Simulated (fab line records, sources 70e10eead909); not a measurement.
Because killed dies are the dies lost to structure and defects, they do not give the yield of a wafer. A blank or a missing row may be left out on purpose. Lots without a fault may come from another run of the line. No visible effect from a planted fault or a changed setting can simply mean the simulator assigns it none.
Which tool did it? | flow nand-harc | 12 lots with 36 wafers sampled at 5 steps, on a route of 1159 steps

WHAT EACH GAUGE READ, for each wafer
NHARC_A_CONTACT_CD_MEAS_15. Usual: 90.0 nm for cd-nm, sd 0.43.
lot  | measured     | on        | cd-nm (nm)     | flag
L433 | day 17 09:15 | cd-sem-03 | 90.1 90.2 90.3 |
L436 | day 17 13:41 | cd-sem-01 | 90.6 90.9 90.2 |
L435 | day 17 19:00 | cd-sem-03 | 89.7 89.5 89.9 |
L437 | day 18 23:18 | cd-sem-02 | 89.9 90.1 90.5 |
L438 | day 19 01:44 | cd-sem-01 | 89.8 89.6 89.9 |
L440 | day 19 08:17 | cd-sem-01 | 89.8 89.8 90.0 |
L439 | day 19 10:04 | cd-sem-02 | 89.8 90.5 90.4 |
L449 | day 20 21:59 | cd-sem-01 | 90.2 90.0 90.1 |
L447 | day 21 18:20 | cd-sem-03 | 89.8 89.8 90.3 |
L452 | day 22 06:32 | cd-sem-02 | 89.1 89.1 90.0 |
L453 | day 22 20:54 | cd-sem-01 | 90.0 89.3 89.5 |
L454 | day 23 03:48 | cd-sem-01 | 90.0 90.4 90.2 |

NHARC_END_SORT_01. Usual: defect-limited-yield 95.5 %, standard deviation 1.6; killed-at-array 27, standard deviation 11; killed-at-other 0.8, standard deviation 1.1; killed-at-periphery 2.8, standard deviation 1.9; killed-dies 30, standard deviation 11; killed-open 3.3, standard deviation 1.8; killed-short 2.3, standard deviation 1.5; sort_bin_2_pct 1.4 %, standard deviation 0.68; sort_bin_3_pct 0.27 %, standard deviation 0.22; sort_bin_4_pct 2.8 %, standard deviation 0.99; sort-n-pass 647, standard deviation 11; sort-rim-yield-pct 94.3 %, standard deviation 2.9; sort-yield-pct 95.5 %, standard deviation 1.6.
lot  | measured     | on        | defect-limited-yield (%) | killed-at-array | killed-at-other | killed-at-periphery | killed-dies | killed-open | killed-short | sort_bin_2_pct (%) | sort_bin_3_pct (%) | sort_bin_4_pct (%) | sort-n-pass | sort-rim-yield-pct (%) | sort-yield-pct (%) | flag
L438 | day 21 02:32 | prober-01 | 97.5 97.0 98.1           | 15 19 9         | 0 0 2           | 2 1 2               | 17 20 13    | 4 4 3       | 2 3 2        | 0.4 1.6 0.6        | 0.15 0 0.15        | 1.9 1.3 1.2        | 660 657 664 | 96.2 97.2 98.1         | 97.5 97.0 98.1     |
L440 | day 21 09:44 | prober-01 | 97.6 96.3 97.3           | 14 24 13        | 0 0 1           | 2 1 4               | 16 25 18    | 2 5 3       | 2 3 4        | 0.9 1.2 0.9        | 0.44 0.30 0.30     | 1.0 2.2 1.5        | 661 652 659 | 96.2 99.1 95.3         | 97.6 96.3 97.3     |
L439 | day 21 09:46 | prober-02 | 92.3 93.4 93.8           | 44 37 39        | 4 3 1           | 4 5 2               | 52 45 42    | 4 4 3       | 3 5 2        | 1.8 2.8 2.2        | 0.44 0.44 0.15     | 5.5 3.4 3.8        | 625 632 635 | 96.2 94.3 95.3         | 92.3 93.4 93.8     |
L447 | day 23 19:52 | prober-02 | 94.2 94.7 94.5           | 38 33 35        | 0 1 1           | 1 2 1               | 39 36 37    | 0 6 1       | 1 2 3        | 2.1 1.0 2.2        | 0.74 0.15 0.59     | 3.0 4.1 2.7        | 638 641 640 | 94.3 86.8 89.6         | 94.2 94.7 94.5     |
L454 | day 25 09:22 | prober-02 | 96.6 95.9 97.2           | 20 26 17        | 3 1 0           | 0 1 2               | 23 28 19    | 0 2 2       | 1 4 3        | 1.5 1.3 0.6        | 0.15 0 0.30        | 1.8 2.8 1.9        | 654 649 658 | 93.4 95.3 95.3         | 96.6 95.9 97.2     |

TOOL THAT RAN EACH LOT (tool first, then ch and the chambers of the sampled wafers, then the start)
lot  | NHARC_A_CONTACT_ETCH_98                       | NHARC_A_M0_EXPOSE_06               | NHARC_A_M0_ANNEAL_30
L433 | rie-diel-01 ch 0,2,3, day 17 09:15 or earlier | arfi-scanner-01 ch 0, day 17 19:13 | rtp-anneal-01 ch 0, day 17 21:16
L436 | rie-diel-04 ch 0,3, day 17 13:36              | arfi-scanner-01 ch 0, day 17 20:35 | rtp-anneal-02 ch 0, day 17 22:47
L435 | rie-diel-04 ch 0,3, day 17 18:55              | arfi-scanner-01 ch 0, day 18 08:34 | rtp-anneal-02 ch 0, day 18 10:37
L437 | rie-diel-03 ch 0,3, day 18 23:18 or earlier   | arfi-scanner-03 ch 0, day 19 10:36 | rtp-anneal-02 ch 0, day 19 12:50
L438 | rie-diel-01 ch 0,1,2, day 19 01:44 or earlier | arfi-scanner-03 ch 0, day 19 10:55 | rtp-anneal-01 ch 0, day 19 13:23
L440 | rie-diel-04 ch 0,1,2, day 19 08:17 or earlier | arfi-scanner-01 ch 0, day 19 17:53 | rtp-anneal-01 ch 0, day 19 19:53
L439 | rie-diel-01 ch 0,2,3, day 19 10:04 or earlier | arfi-scanner-01 ch 0, day 19 18:44 | rtp-anneal-01 ch 0, day 19 20:45
L449 | rie-diel-01 ch 1,2,3, day 20 21:59 or earlier | arfi-scanner-03 ch 0, day 21 15:59 | rtp-anneal-02 ch 0, day 21 18:03
L447 | rie-diel-03 ch 1,2, day 21 18:20 or earlier   | arfi-scanner-03 ch 0, day 22 05:16 | rtp-anneal-01 ch 0, day 22 07:26
L452 | rie-diel-01 ch 1,2,3, day 22 06:32 or earlier | arfi-scanner-02 ch 0, day 22 17:10 | rtp-anneal-01 ch 0, day 22 19:20
L453 | rie-diel-01 ch 0,2,3, day 22 20:54 or earlier | arfi-scanner-03 ch 0, day 23 04:46 | rtp-anneal-02 ch 0, day 23 06:49
L454 | rie-diel-03 ch 1,3, day 23 03:43              | arfi-scanner-02 ch 0, day 23 15:58 | rtp-anneal-01 ch 0, day 23 18:01
- NHARC_A_CONTACT_ETCH_98: etches the open film in C4F6/O2, target depth 20 nm, time 10 s.
- NHARC_A_M0_EXPOSE_06: exposes mask A M0, target cd 80 nm.
- NHARC_A_M0_ANNEAL_30: time 90 s.

WHAT THE TOOLS THEMSELVES READ (means of the sampled wafers that have a number; where no wafer has one, the mark that the record gives instead)
NHARC_A_CONTACT_ETCH_98. Usual: drypump-motor-current-A 5.9 A, standard deviation 0.41; oes-product-au 0.959 a.u., standard deviation 0.021; rf-fwd-power-W 586.2 W, standard deviation 2.3; rf-vpp-V 548 V, standard deviation 3.6; showerhead-plenum-p-Torr 3.97 Torr, standard deviation 0.17; throttle-valve-pct 26.904 %, standard deviation 0.0089.
lot  | tool        | drypump-motor-current-A (A) | oes-product-au (a.u.) | rf-fwd-power-W (W) | rf-vpp-V (V) | showerhead-plenum-p-Torr (Torr) | throttle-valve-pct (%) | flag
L433 | rie-diel-01 | 5.5                         | 0.944                 | 586.7              | 547          | 3.93                            | 26.901                 |
L436 | rie-diel-04 | 6.0                         | 0.971                 | 584.7              | 549          | 4.01                            | 26.897                 |
L435 | rie-diel-04 | 6.0                         | 0.945                 | 586.4              | 548          | 4.05                            | 26.907                 |
L437 | rie-diel-03 | 5.7                         | 0.959                 | 585.7              | 552          | 4.18                            | 26.902                 |
L438 | rie-diel-01 | 5.5                         | 0.943                 | 587.5              | 546          | 3.91                            | 26.905                 |
L440 | rie-diel-04 | 5.9                         | 0.953                 | 584.9              | 547          | 3.93                            | 26.907                 |
L439 | rie-diel-01 | 5.5                         | 0.930                 | 585.4              | 547          | 3.92                            | 26.907                 |
L449 | rie-diel-01 | 5.7                         | 0.950                 | 585.5              | 547          | 3.94                            | 26.903                 |
L447 | rie-diel-03 | 6.6                         | 0.969                 | 586.6              | 544          | 3.79                            | 26.895                 |
L452 | rie-diel-01 | 5.6                         | 0.943                 | 586.3              | 547          | 3.93                            | 26.895                 |
L453 | rie-diel-01 | 5.5                         | 0.963                 | 587.3              | 546          | 3.92                            | 26.908                 |
L454 | rie-diel-03 | 6.4                         | 0.973                 | 585.9              | 546          | 3.92                            | 26.893                 |

NHARC_A_M0_EXPOSE_06. Usual: exposure-dose-mJ-cm2 83.27, standard deviation 0.081; stage-vel-mm-s 499.97 mm/s, standard deviation 0.24.
lot  | tool            | exposure-dose-mJ-cm2 | stage-vel-mm-s (mm/s) | flag
L433 | arfi-scanner-01 | 83.35                | 500.13                |
L436 | arfi-scanner-01 | 83.21                | 499.85                |
L435 | arfi-scanner-01 | 83.28                | 499.81                |
L437 | arfi-scanner-03 | 83.22                | 499.91                |
L438 | arfi-scanner-03 | 83.24                | 499.77                |
L440 | arfi-scanner-01 | 81.39                | 500.09                | OFF
L439 | arfi-scanner-01 | 81.82                | 499.79                | OFF
L449 | arfi-scanner-03 | 83.21                | 500.34                |
L447 | arfi-scanner-03 | 83.18                | 500.19                |
L452 | arfi-scanner-02 | 83.28                | 499.78                |
L453 | arfi-scanner-03 | 83.23                | 500.01                |
L454 | arfi-scanner-02 | 83.34                | 499.82                |

NHARC_A_M0_ANNEAL_30. Usual: 226.19 for wafer_temp_C_max, sd 0.3.
lot  | tool          | wafer_temp_C_max | flag
L433 | rtp-anneal-01 | 226.24           |
L436 | rtp-anneal-02 | 226.22           |
L435 | rtp-anneal-02 | 226.26           |
L437 | rtp-anneal-02 | 226.42           |
L438 | rtp-anneal-01 | 225.85           |
L440 | rtp-anneal-01 | 225.87           |
L439 | rtp-anneal-01 | 225.99           |
L449 | rtp-anneal-02 | 226.23           |
L447 | rtp-anneal-01 | 226.16           |
L452 | rtp-anneal-01 | 226.08           |
L453 | rtp-anneal-02 | 226.95           |
L454 | rtp-anneal-01 | 226.30           |

THE ANSWER, worked out from the rows above alone
Rule: take the mean of a lot's wafers that have a number; if it is more than 3 standard deviations from the usual mean, the lot is off. Also off: a lot with no number at a reading for which 4 or more lots have one. Where the step has rows for the other lots, those lots are counted as sound. First the gauges in route order, then the tools' own readings, where a lot's mean is used as printed above. At the first step where some lot is off, the reading lying furthest off is the one used; lots without a number count as furthest.
Off: L440, L439, at NHARC_A_M0_EXPOSE_06 (exposure-dose-mJ-cm2).
A tool fits if, at that step or a process step before it, it ran every lot that is off, and no sound lot after the first of them. NHARC_A_CONTACT_ETCH_98 gives no start for some lots, so the hours and the order of its lots are those of NHARC_A_CONTACT_CD_MEAS_15. One fits: NHARC_A_M0_EXPOSE_06 on arfi-scanner-01. Its last sound lot is L435 (day 18 08:34), its first lot that is off L440 (day 19 17:53): a fault that began between those two fits.
On the lots that are off, the tool's own readings at NHARC_A_M0_EXPOSE_06 differ by more than 5 times the standard deviation of the sound lots' means, which bears it out; exposure-dose-mJ-cm2 reads 81.60 there versus 83.25 on the sound lots.

WHAT THE SIMULATOR PUT IN
Drift in process parameters on arfi-scanner-01 at NHARC_A_M0_EXPOSE_06, starting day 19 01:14. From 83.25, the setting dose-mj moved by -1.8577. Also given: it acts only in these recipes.
Shown lots that were struck: L440, L439. The same result came from the rule above.
